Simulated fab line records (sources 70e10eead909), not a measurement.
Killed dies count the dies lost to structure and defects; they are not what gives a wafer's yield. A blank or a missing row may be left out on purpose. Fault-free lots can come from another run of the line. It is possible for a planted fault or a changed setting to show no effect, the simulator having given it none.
fab line records -- flow nandHarc
record: lots: 14, wafers: 42, lastDay: 33
route steps=1302 shown P_GATE@204 P_CONTACT@219 END@1302
lots that met no fault: taken from a fault-free run of the same line
startH: hours from the record's first day to the start of the lot's first wafer shown -- waitH: hours from the lot's prior step to this one -- " the same as in the row above -- L1.1+2: a row that stands for several wafers -- - no value, or no start was given -- * or withheld: withheld -- < > ~ a bound
route shown NAME@n: a module of which the file shows steps, and the number in the route of the first -- usual: mean and standard deviation over wafers with no fault -- same: alike in all rows -- chamber/n: place in a boat -- sites: readings site by site -- _std_site: how widely they spread, as a standard deviation -- _edge_site: inner sites' mean taken away from outer sites' mean -- radiusMm: how far each site lies from the wafer's centre -- mask NAME#n: copy n -- behind: the last tool/chamber to shape the wafer -- hold: why the lot went on hold/how many hours it stayed there/how the hold came to an end -- device: which transistor (n, p or np) failed to switch -- end of line: tests of these same wafers at the route's end -- a step given without rows: its recipe and nothing more -- killed: dies that structure and defects cost at the first sort, which is not the same as the wafer's yield -- map: dies across one wafer; x = killed, . = not, _ = none there
set.NAME: the setting that was run; set.NAME@STEP: the one run at that earlier step -- model.NAME: the simulator's own value behind a step, which no gauge read
a sample of lots followed through the steps of the route, with each step as a table and each wafer as a row
services: a tool's chamber out of use, with start hour (startH, from the record's first day; less than 0 if before it), hours out, and reason
== steps ==
step: NHARC_P_GATE_STRIP_113
recipe: powerW: 1500, tempC: 110, timeS: 740, chemistry: N2/H2
usual: drypumpMotorCurrentA: 5.59/0.29, heaterPowerW: 89/3.6
lot.wafer,tool,chamber,startH,waitH,drypumpMotorCurrentA,heaterPowerW,rfHoursCounterH
L430.4,plasmaAsher-02,0,128.29,0.3,5.78,81,-
L430.3,plasmaAsher-02,1,128.29,0.3,5.84,88,-
L430.5,plasmaAsher-02,0,128.29,0.3,5.76,84,-
L431.4,plasmaAsher-02,1,130.72,0.3,5.80,88,-
L431.5,plasmaAsher-02,1,130.72,0.3,5.83,87,-
L431.6,plasmaAsher-02,0,130.72,0.3,5.78,86,-
L432.1,plasmaAsher-02,1,148.25,0.2,5.85,87,17
L432.2,plasmaAsher-02,0,148.25,0.2,5.75,85,17
L432.4,plasmaAsher-02,1,148.25,0.2,5.84,87,-
L433.2,plasmaAsher-02,1,155.24,0.2,5.85,85,19
L433.4,plasmaAsher-02,0,155.24,0.2,5.80,86,-
L433.6,plasmaAsher-02,0,155.24,0.2,5.80,84,-
L441.4,plasmaAsher-02,0,229.25,0.3,5.79,85,-
L441.3,plasmaAsher-02,1,229.25,0.3,5.88,88,-
L441.6,plasmaAsher-02,0,229.25,0.3,5.78,82,-
L442.2,plasmaAsher-02,0,240.87,0.2,5.77,86,38
L442.4,plasmaAsher-02,1,240.87,0.2,5.84,89,-
L442.6,plasmaAsher-02,0,240.87,0.2,5.77,84,-
L443.2,plasmaAsher-01,0,260.42,0.2,5.33,93,18
L443.6,plasmaAsher-01,0,260.42,0.2,5.32,98,-
L443.5,plasmaAsher-01,1,260.42,0.2,5.10,93,-
L445.1,plasmaAsher-01,1,272.26,0.2,5.11,91,20
L445.2,plasmaAsher-01,0,272.26,0.2,5.33,93,20
L445.6,plasmaAsher-01,0,272.26,0.2,5.34,94,-
L446.2,plasmaAsher-02,1,283.75,0.3,5.82,90,6
L446.3,plasmaAsher-02,1,283.75,0.3,5.83,88,-
L446.5,plasmaAsher-02,0,283.75,0.3,5.80,84,-
L448.4,plasmaAsher-02,0,308.05,0.5,5.79,87,-
L448.5,plasmaAsher-02,1,308.05,0.5,5.81,88,-
L448.6,plasmaAsher-02,0,308.05,0.5,5.81,84,-
L449.1,plasmaAsher-01,1,308.53,0.3,5.08,91,28
L449.4,plasmaAsher-01,0,308.53,0.3,5.36,96,-
L449.3,plasmaAsher-01,1,308.53,0.3,5.11,92,-
L450.2,plasmaAsher-02,1,326.26,0.2,5.86,87,15
L450.1,plasmaAsher-02,0,326.26,0.2,5.77,88,15
L450.6,plasmaAsher-02,0,326.26,0.2,5.76,87,-
L451.2,plasmaAsher-01,1,331.18,0.2,5.12,94,33
L451.5,plasmaAsher-01,1,331.18,0.2,5.09,91,-
L451.6,plasmaAsher-01,0,331.18,0.2,5.35,94,-
L452.1,plasmaAsher-02,1,340.47,0.2,5.84,86,17
L452.2,plasmaAsher-02,0,340.47,0.2,5.78,87,17
L452.5,plasmaAsher-02,0,340.47,0.2,5.76,86,-
step: NHARC_P_GATE_STRIP_95
recipe: powerW: 1500, tempC: 250, chemistry: O2
usual: drypumpMotorCurrentA: 5.59/0.29, heaterPowerW: 332/14
lot.wafer,tool,chamber,startH,waitH,drypumpMotorCurrentA,heaterPowerW,rfHoursCounterH
L430.4,plasmaAsher-02,0,128.79,0.4,5.76,316,-
L430.3,plasmaAsher-02,1,128.79,0.4,5.84,324,-
L430.5,plasmaAsher-02,0,128.79,0.4,5.79,314,-
L431.4,plasmaAsher-02,1,131.21,0.4,5.84,324,-
L431.5,plasmaAsher-02,1,131.21,0.4,5.83,334,-
L431.6,plasmaAsher-02,0,131.21,0.4,5.81,313,-
L432.1,plasmaAsher-02,1,148.97,0.6,5.86,331,18
L432.2,plasmaAsher-02,0,148.97,0.6,5.79,319,18
L432.4,plasmaAsher-02,1,148.97,0.6,5.84,325,-
L433.2,plasmaAsher-02,1,155.94,0.6,5.81,322,19
L433.4,plasmaAsher-02,0,155.94,0.6,5.74,315,-
L433.6,plasmaAsher-02,0,155.94,0.6,5.77,310,-
L441.4,plasmaAsher-02,0,229.76,0.4,5.78,309,-
L441.3,plasmaAsher-02,1,229.76,0.4,5.83,333,-
L441.6,plasmaAsher-02,0,229.76,0.4,5.79,314,-
L442.2,plasmaAsher-02,0,241.59,0.6,5.75,311,39
L442.4,plasmaAsher-02,1,241.59,0.6,5.85,316,-
L442.6,plasmaAsher-02,0,241.59,0.6,5.76,311,-
L443.2,plasmaAsher-01,0,261.13,0.6,5.38,351,19
L443.6,plasmaAsher-01,0,261.13,0.6,5.37,359,-
L443.5,plasmaAsher-01,1,261.13,0.6,5.06,345,-
L445.1,plasmaAsher-01,1,272.98,0.6,5.11,338,21
L445.2,plasmaAsher-01,0,272.98,0.6,5.33,349,21
L445.6,plasmaAsher-01,0,272.98,0.6,5.33,358,-
L446.2,plasmaAsher-02,1,284.37,0.5,5.84,327,6
L446.3,plasmaAsher-02,1,284.37,0.5,5.82,327,-
L446.5,plasmaAsher-02,0,284.37,0.5,5.76,314,-
L448.4,plasmaAsher-02,0,308.45,0.3,5.78,319,-
L448.5,plasmaAsher-02,1,308.45,0.3,5.82,324,-
L448.6,plasmaAsher-02,0,308.45,0.3,5.79,325,-
L449.1,plasmaAsher-01,1,309.12,0.5,5.08,353,29
L449.4,plasmaAsher-01,0,309.12,0.5,5.34,349,-
L449.3,plasmaAsher-01,1,309.12,0.5,5.15,343,-
L450.2,plasmaAsher-02,1,326.97,0.6,5.85,330,16
L450.1,plasmaAsher-02,0,326.97,0.6,5.80,320,16
L450.6,plasmaAsher-02,0,326.97,0.6,5.76,327,-
L451.2,plasmaAsher-01,1,331.89,0.6,5.12,340,34
L451.5,plasmaAsher-01,1,331.89,0.6,5.10,347,-
L451.6,plasmaAsher-01,0,331.89,0.6,5.36,356,-
L452.1,plasmaAsher-02,1,341.18,0.6,5.84,329,18
L452.2,plasmaAsher-02,0,341.18,0.6,5.76,326,18
L452.5,plasmaAsher-02,0,341.18,0.6,5.76,320,-
step: NHARC_P_GATE_DEGAS_109
recipe: tempC: 300, timeS: 60
usual: heaterPowerW: 461/61
lot.wafer,tool,chamber,startH,waitH,heaterPowerW
L430.4,pvdSputter-03,-,129.64,0.1,459
L430.3,pvdSputter-03,-,129.64,0.1,522
L430.5,pvdSputter-03,-,129.64,0.1,508
L431.4,pvdSputter-02,-,132.07,0.1,356
L431.6,pvdSputter-02,-,132.07,0.1,427
L431.5,pvdSputter-02,-,132.07,0.1,409
L432.2,pvdSputter-01,-,149.83,0.1,514
L432.4,pvdSputter-01,-,149.83,0.1,593
L432.1,pvdSputter-01,-,149.83,0.1,480
L433.4,pvdSputter-01,-,156.81,0.1,405
L433.2,pvdSputter-01,-,156.81,0.1,487
L433.6,pvdSputter-01,-,156.81,0.1,518
L441.3,pvdSputter-02,-,230.67,0.1,389
L441.4,pvdSputter-02,-,230.67,0.1,369
L441.6,pvdSputter-02,-,230.67,0.1,398
L442.2,pvdSputter-03,-,242.46,0.1,457
L442.4,pvdSputter-03,-,242.46,0.1,506
L442.6,pvdSputter-03,-,242.46,0.1,502
L443.2,pvdSputter-02,-,262.01,0.1,427
L443.5,pvdSputter-02,-,262.01,0.1,500
L443.6,pvdSputter-02,-,262.01,0.1,368
L445.1,pvdSputter-03,-,273.85,0.1,501
L445.2,pvdSputter-03,-,273.85,0.1,456
L445.6,pvdSputter-03,-,273.85,0.1,496
L446.2,pvdSputter-01,-,285.22,0.1,572
L446.3,pvdSputter-01,-,285.22,0.1,503
L446.5,pvdSputter-01,-,285.22,0.1,516
L448.4,pvdSputter-03,-,309.30,0.1,462
L448.5,pvdSputter-03,-,309.30,0.1,503
L448.6,pvdSputter-03,-,309.30,0.1,517
L449.3,pvdSputter-02,-,309.98,0.1,501
L449.4,pvdSputter-02,-,309.98,0.1,401
L449.1,pvdSputter-02,-,309.98,0.1,419
L450.2,pvdSputter-03,-,327.84,0.1,450
L450.1,pvdSputter-03,-,327.84,0.1,505
L450.6,pvdSputter-03,-,327.84,0.1,509
L451.2,pvdSputter-02,-,332.76,0.1,406
L451.5,pvdSputter-02,-,332.76,0.1,397
L451.6,pvdSputter-02,-,332.76,0.1,412
L452.1,pvdSputter-02,-,342.06,0.1,390
L452.2,pvdSputter-02,-,342.06,0.1,416
L452.5,pvdSputter-02,-,342.06,0.1,374
step: NHARC_P_CONTACT_CMP_01
recipe: targetThkNm: 200, material: SiO2
usual: edgeZonePressureFrac: 1.000/0.0049, motorCurrentA: 12.0/0.81
lot.wafer,tool,chamber,startH,waitH,edgeZonePressureFrac,motorCurrentA
L430.4,cmp-04,0,131.47,-,1.001,11.1
L430.3,cmp-04,1,131.47,-,0.997,11.4
L430.5,cmp-04,3,131.47,-,0.998,13.4
L431.4,cmp-04,2,133.82,-,1.001,11.0
L431.5,cmp-04,1,133.82,-,1.000,12.0
L431.6,cmp-04,2,133.82,-,0.997,10.8
L432.2,cmp-04,3,151.56,-,0.997,12.9
L432.1,cmp-04,0,151.56,-,0.999,10.6
L432.4,cmp-04,1,151.56,-,0.998,11.7
L433.4,cmp-04,3,158.56,-,1.003,12.2
L433.2,cmp-04,0,158.56,-,1.000,11.0
L433.6,cmp-04,2,158.56,-,1.006,11.0
L441.3,cmp-04,2,232.64,-,-,-
L441.4,cmp-04,0,232.64,-,-,-
L441.6,cmp-04,2,232.64,-,-,-
L442.2,cmp-02,2,244.21,-,-,-
L442.4,cmp-02,1,244.21,-,-,-
L442.6,cmp-02,3,244.21,-,-,-
L443.2,cmp-04,1,263.78,-,1.003,11.7
L443.5,cmp-04,3,263.78,-,1.010,12.3
L443.6,cmp-04,0,263.78,-,0.994,11.6
L445.1,cmp-02,0,275.94,-,0.997,12.2
L445.2,cmp-02,1,275.94,-,0.999,12.4
L445.6,cmp-02,3,275.94,-,0.999,12.7
L446.3,cmp-04,3,286.95,-,0.998,12.2
L446.2,cmp-04,0,286.95,-,1.001,11.1
L446.5,cmp-04,0,286.95,-,1.000,10.5
L448.4,cmp-02,3,311.10,-,0.997,12.4
L448.6,cmp-02,0,311.10,-,1.003,12.5
L448.5,cmp-02,1,311.10,-,1.000,12.4
L449.3,cmp-01,3,311.80,-,1.000,11.0
L449.4,cmp-01,1,311.80,-,1.007,12.2
L449.1,cmp-01,2,311.80,-,0.988,12.8
L450.2,cmp-01,2,329.72,-,0.996,12.7
L450.1,cmp-01,1,329.72,-,1.003,12.6
L450.6,cmp-01,2,329.72,-,1.002,12.7
L451.2,cmp-04,1,334.52,-,1.002,12.0
L451.6,cmp-04,0,334.52,-,1.007,11.9
L451.5,cmp-04,1,334.52,-,0.992,11.8
L452.2,cmp-01,2,343.97,-,1.001,13.1
L452.1,cmp-01,3,343.97,-,1.000,11.1
L452.5,cmp-01,2,343.97,-,0.996,12.3
step: NHARC_END_SORT_01
recipe: tempC: 25
usual: killedAtArray: 60/21, killedAtOther: 1.0/1.2, killedAtPeriphery: 4.2/2.8, killedDies: 65/20, killedOpen: 3.1/1.8, killedShort: 2.6/1.6
same: grossDies: 677
lot.wafer,tool,chamber,startH,waitH,killedAtArray,killedAtOther,killedAtPeriphery,killedDies,killedOpen,killedShort
L441.3,prober-01,0,665.72,3.1,73,0,604,677,2,4
L441.4,prober-01,0,666.51,3.4,58,0,619,677,1,2
L441.6,prober-01,0,668.08,3.9,55,0,622,677,1,2
L442.2,prober-01,0,694.11,2.8,55,0,622,677,4,2
L442.4,prober-01,0,695.73,3.4,36,0,641,677,2,5
L442.6,prober-01,0,697.36,4.1,39,0,638,677,1,2
killed by level:class
L441.3 P_CONTACT:areaCmp=601 A_CHANNEL_HOLE_D1:chamberFilmFlake=34 A_CHANNEL_HOLE_D2:chamberFilmFlake=22 A_ZERO_WELL:chamberFilmFlake=4 A_SLIT:chamberFilmFlake=3 A_STAIRCASE:chamberFilmFlake=2 A_CONTACT:chamberFilmFlake=2 P_STI:geometricParticle:open=1
L441.4 P_CONTACT:areaCmp=619 A_CHANNEL_HOLE_D1:chamberFilmFlake=35 A_CHANNEL_HOLE_D2:chamberFilmFlake=8 A_STAIRCASE:chamberFilmFlake=7 A_ZERO_WELL:chamberFilmFlake=2 A_CHANNEL_FILL_D2:chamberFilmFlake=2 A_DECK1_JOINT:geometricParticle:short=1 A_SLIT:geometricParticle:short=1
L441.6 P_CONTACT:areaCmp=622 A_CHANNEL_HOLE_D1:chamberFilmFlake=31 A_CHANNEL_HOLE_D2:chamberFilmFlake=11 A_M0:chamberFilmFlake=3 A_ZERO_WELL:chamberFilmFlake=2 A_STAIRCASE:chamberFilmFlake=2 A_CONTACT:chamberFilmFlake=2 A_ONON_D2:geometricParticle:short=1
L442.2 P_CONTACT:areaCmp=620 A_SLIT:chamberFilmFlake=30 A_CHANNEL_HOLE_D1:chamberFilmFlake=7 A_WL_FILL:chamberFilmFlake=6 A_CHANNEL_HOLE_D2:geometricParticle:open=3 A_DECK1_JOINT:chamberFilmFlake=2 A_CHANNEL_FILL_D2:chamberFilmFlake=2 A_SOURCE_PLATE:geometricParticle:short=1
L442.4 P_CONTACT:areaCmp=634 A_SLIT:chamberFilmFlake=20 P_CONTACT:chamberFilmFlake=5 A_ONON_D1:geometricParticle:short=2 A_CHANNEL_FILL_D2:geometricParticle:short=2 P_BONDPAD:chamberFilmFlake=2 A_CHANNEL_HOLE_D1:chamberFilmFlake=2 A_STAIRCASE:chamberFilmFlake=2
L442.6 P_CONTACT:areaCmp=631 A_SLIT:chamberFilmFlake=18 P_CONTACT:chamberFilmFlake=6 A_WL_FILL:chamberFilmFlake=5 A_CONTACT:chamberFilmFlake=4 A_ZERO_WELL:chamberFilmFlake=2 A_CHANNEL_HOLE_D1:chamberFilmFlake=2 A_STAIRCASE:chamberFilmFlake=2
== services ==
tool,chamber,startH,hours,kind
cmp-04,-,111.08,4.0,pm
plasmaAsher-01,-,124.27,14.3,repair
pvdSputter-03,-,130.45,5.2,repair
cmp-02,-,134.58,4.0,pm
pvdSputter-02,-,155.54,1.2,repair
cmp-02,-,163.65,1.8,repair
plasmaAsher-01,-,165.00,9.0,pm
cmp-04,-,166.10,0.3,repair
pvdSputter-03,-,170.00,10.0,pm
cmp-01,-,179.81,1.3,repair
pvdSputter-01,-,181.12,5.5,repair
cmp-01,-,185.50,4.0,pm
cmp-04,-,206.57,0.9,repair
cmp-04,-,209.08,4.0,pm
pvdSputter-01,-,210.73,6.8,repair
pvdSputter-01,-,226.03,10.0,pm
plasmaAsher-02,-,249.25,9.0,pm
pvdSputter-02,-,276.73,14.3,repair
cmp-04,-,296.77,1.7,repair
cmp-04,-,307.08,4.0,pm
cmp-04,-,326.02,3.5,repair
pvdSputter-02,-,326.31,6.0,repair
pvdSputter-03,-,330.39,1.0,repair
plasmaAsher-01,-,342.00,9.0,pm
== key ==
firstSign: step: NHARC_P_CONTACT_CMP_01, reading: toolRecord, direction: missing
effect: step: NHARC_END_SORT_01, reading: killedAtPeriphery, direction: up, sigmas: 99+, usual: 4.2, struck: 624.3
moreKillsBornAt: NHARC_P_CONTACT_CMP_01@cmp-02: 1885, NHARC_P_CONTACT_CMP_01@cmp-04: 1842
metAt NHARC_P_CONTACT_CMP_01
struckLots L441,L442
laterRowsLeftOut L441.3,L441.4,L441.6,L442.2,L442.4,L442.6
testerLeftOut L441,L442
notActingAt NHARC_P_GATE_STRIP_113,NHARC_P_GATE_STRIP_95,NHARC_P_GATE_DEGAS_109
onsetBetween 158.56 232.64
fault: kind: skippedStepWhole, tool: cmp-02,cmp-04, chamber: -, onsetH: 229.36, steps: NHARC_P_CONTACT_CMP_01, scope: struckLotsOnly
testerLeftOut: of these lots the tester's yield and bins aren't shown, on N5 and GAA mostly nor the transistor test; their killed dies are dies lost to structure and defects alone, not to doping, threshold or leakage, so they don't give the yield
laterRowsLeftOut: the simulator's readings of these wafers behind a module that went badly wrong aren't trusted and aren't shown, but for the sort
